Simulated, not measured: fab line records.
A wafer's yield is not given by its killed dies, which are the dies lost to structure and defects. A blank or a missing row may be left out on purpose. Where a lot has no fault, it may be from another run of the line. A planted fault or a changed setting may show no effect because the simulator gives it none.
Tool commonality check	flow n5-finfet	Sample size 8 lots and 24 wafers

WHY THIS WAS OPENED
Flagged at N5_FIN_SAQP_INSPECT_40: reading raw-defect-count, on 2 of 8 lots. No-fault wafers: 237, standard deviation 71.
Rule: a lot is flagged in two cases, either no wafer of it has a number, or all its wafers with numbers fall more than 4 standard deviations from that mean. The other lots count as sound.

lot	measured	on	raw-defect-count, wafer by wafer	flag
L563	day 2 03:46	defect-inspect-02	185 247 153	
L565	day 2 15:10	defect-inspect-02	237 151 214	
L570	day 3 21:37	defect-inspect-02	175 214 191	
L572	day 4 08:53	defect-inspect-01	1958 1948 2093	FLAGGED
L573	day 4 14:14	defect-inspect-01	1863 1862 1879	FLAGGED
L574	day 4 22:55	defect-inspect-02	130 199 171	
L582	day 6 20:31	defect-inspect-01	273 197 261	
L585	day 7 14:40	defect-inspect-01	253 323 262	
The mean of the flagged lots' numbers is 1934, +1697 from the usual (+24 standard deviations).

WHICH TOOL EACH LOT WENT THROUGH
The record holds 5 process steps before the reading, out of a route of 1938 steps. In each cell: the tool, then ch and the chambers that the sampled wafers went through, then the start.
lot	flag	N5_FIN_SAQP_PECVD_06	N5_FIN_SAQP_HM_OPEN_73	N5_FIN_SAQP_MANDREL_ETCH_22	N5_FIN_SAQP_RECESS_75	N5_FIN_SAQP_SPACER1_ETCHBACK_25
L563		pecvd-04 ch 0,1, day 1 21:30	rie-diel-04 ch 1,2, day 1 22:16	rie-si-01 ch 2,3, day 1 22:22	vapor-etch-02 ch 0,1, day 1 22:54	rie-diel-04 ch 1,2, day 2 01:08
L565		pecvd-01 ch 1,2, day 2 10:06	rie-diel-04 ch 0,3, day 2 10:59	rie-si-01 ch 0,3, day 2 11:04	vapor-etch-02 ch 0,1, day 2 11:30	rie-diel-04 ch 1,2,3, day 2 12:36
L570		pecvd-02 ch 0,1,2, day 3 16:38	rie-diel-04 ch 0,2, day 3 17:23	rie-si-01 ch 0,2,3, day 3 17:28	vapor-etch-01 ch 0,1, day 3 17:53	rie-diel-05 ch 0,1,3, day 3 19:09
L572	FLAGGED	pecvd-02 ch 0,1, day 4 03:40	rie-diel-05 ch 0,1,3, day 4 04:32	rie-si-01 ch 0,1,3, day 4 04:37	vapor-etch-02 ch 0, day 4 05:02	rie-diel-05 ch 0,1, day 4 06:08
L573	FLAGGED	pecvd-04 ch 0,1, day 4 09:16	rie-diel-06 ch 0,2,3, day 4 10:03	rie-si-01 ch 0,1,2, day 4 10:08	vapor-etch-02 ch 0,1, day 4 10:41	rie-diel-06 ch 0,1,2, day 4 11:53
L574		pecvd-04 ch 0,2, day 4 16:23	rie-diel-05 ch 0,1,2, day 4 17:16	rie-si-04 ch 0,2,3, day 4 17:21	vapor-etch-02 ch 0,1, day 4 17:55	rie-diel-05 ch 0,1, day 4 19:40
L582		pecvd-02 ch 0,1,2, day 6 15:42	rie-diel-05 ch 0,1,2, day 6 16:34	rie-si-06 ch 1,2,3, day 6 16:40	vapor-etch-01 ch 0,1, day 6 17:05	rie-diel-05 ch 1,2, day 6 18:11
L585		pecvd-02 ch 0,2, day 7 08:52	rie-diel-06 ch 0,1,3, day 7 09:44	rie-si-04 ch 1,2,3, day 7 09:49	vapor-etch-02 ch 0,1, day 7 10:15	rie-diel-06 ch 1,2, day 7 11:21
What these steps do:
- N5_FIN_SAQP_PECVD_06: deposits a-Si from SiH4/He, target thk 60 nm, time 48.1 s.
- N5_FIN_SAQP_HM_OPEN_73: chemistry CHF3/O2, target SiO2, stops on a-Si, target depth 12 nm, time 16.8 s.
- N5_FIN_SAQP_MANDREL_ETCH_22: etches a-Si in HBr/Cl2, stops on SiNx, target depth 60 nm, bt time 10 s, time 30 s.
- N5_FIN_SAQP_RECESS_75: chemistry HF/NH3, target SiO2, target depth 14.4 nm, afs cycles 3, sublimation time 60 s.
- N5_FIN_SAQP_SPACER1_ETCHBACK_25: etches SiO2 in CHF3/O2, target depth 24.4 nm, time 12.2 s.
- N5_FIN_SAQP_INSPECT_40: inspects for defects (brightfield).

FLAGGED AGAINST TOTAL, ONE TOOL AT A TIME (gauges that did the reading follow at the end)
step	tool	lots run	flagged	share of the flagged lots	sound lots run after its first flagged lot
N5_FIN_SAQP_PECVD_06	pecvd-01	1	0	none	-
N5_FIN_SAQP_PECVD_06	pecvd-02	4	1	some	2 (L582,L585)
N5_FIN_SAQP_PECVD_06	pecvd-04	3	1	some	1 (L574)
N5_FIN_SAQP_HM_OPEN_73	rie-diel-04	3	0	none	-
N5_FIN_SAQP_HM_OPEN_73	rie-diel-05	3	1	some	2 (L574,L582)
N5_FIN_SAQP_HM_OPEN_73	rie-diel-06	2	1	some	1 (L585)
N5_FIN_SAQP_MANDREL_ETCH_22	rie-si-01	5	2	all	0
N5_FIN_SAQP_MANDREL_ETCH_22	rie-si-04	2	0	none	-
N5_FIN_SAQP_MANDREL_ETCH_22	rie-si-06	1	0	none	-
N5_FIN_SAQP_RECESS_75	vapor-etch-01	2	0	none	-
N5_FIN_SAQP_RECESS_75	vapor-etch-02	6	2	all	2 (L574,L585)
N5_FIN_SAQP_SPACER1_ETCHBACK_25	rie-diel-04	2	0	none	-
N5_FIN_SAQP_SPACER1_ETCHBACK_25	rie-diel-05	4	1	some	2 (L574,L582)
N5_FIN_SAQP_SPACER1_ETCHBACK_25	rie-diel-06	2	1	some	1 (L585)
N5_FIN_SAQP_INSPECT_40	defect-inspect-01	4	2	all	2 (L582,L585)
N5_FIN_SAQP_INSPECT_40	defect-inspect-02	4	0	none	-

WHAT IS ALLOWED BY THE TABLE
rie-si-01 at N5_FIN_SAQP_MANDREL_ETCH_22, vapor-etch-02 at N5_FIN_SAQP_RECESS_75 and defect-inspect-01 at N5_FIN_SAQP_INSPECT_40: these 3 rows of the table ran every flagged lot.
- rie-si-01 at N5_FIN_SAQP_MANDREL_ETCH_22 ran 5 lots, 2 of them flagged. Its last sound lot is L570 (day 3 17:28), its first flagged lot L572 (day 4 04:37): a fault that began between those two fits. Its own readings lie more than 4 standard deviations out on every wafer of the flagged lots: oes-product-au.
- vapor-etch-02 at N5_FIN_SAQP_RECESS_75 ran 6 lots, 2 of them flagged. After the first flagged lot (L574, L585), sound lots still ran on it; a lasting fault on the whole tool would not permit that.
- defect-inspect-01 at N5_FIN_SAQP_INSPECT_40 ran 4 lots, 2 of them flagged. After the first flagged lot (L582, L585), sound lots still ran on it; a lasting fault on the whole tool would not permit that.
Left over: one tool, rie-si-01 at N5_FIN_SAQP_MANDREL_ETCH_22.

WHAT WAS PUT IN BY THE SIMULATOR
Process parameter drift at N5_FIN_SAQP_MANDREL_ETCH_22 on rie-si-01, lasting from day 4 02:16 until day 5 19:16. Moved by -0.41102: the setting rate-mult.
Lots struck among those shown: L572, L573. The rule above reached the same finding.
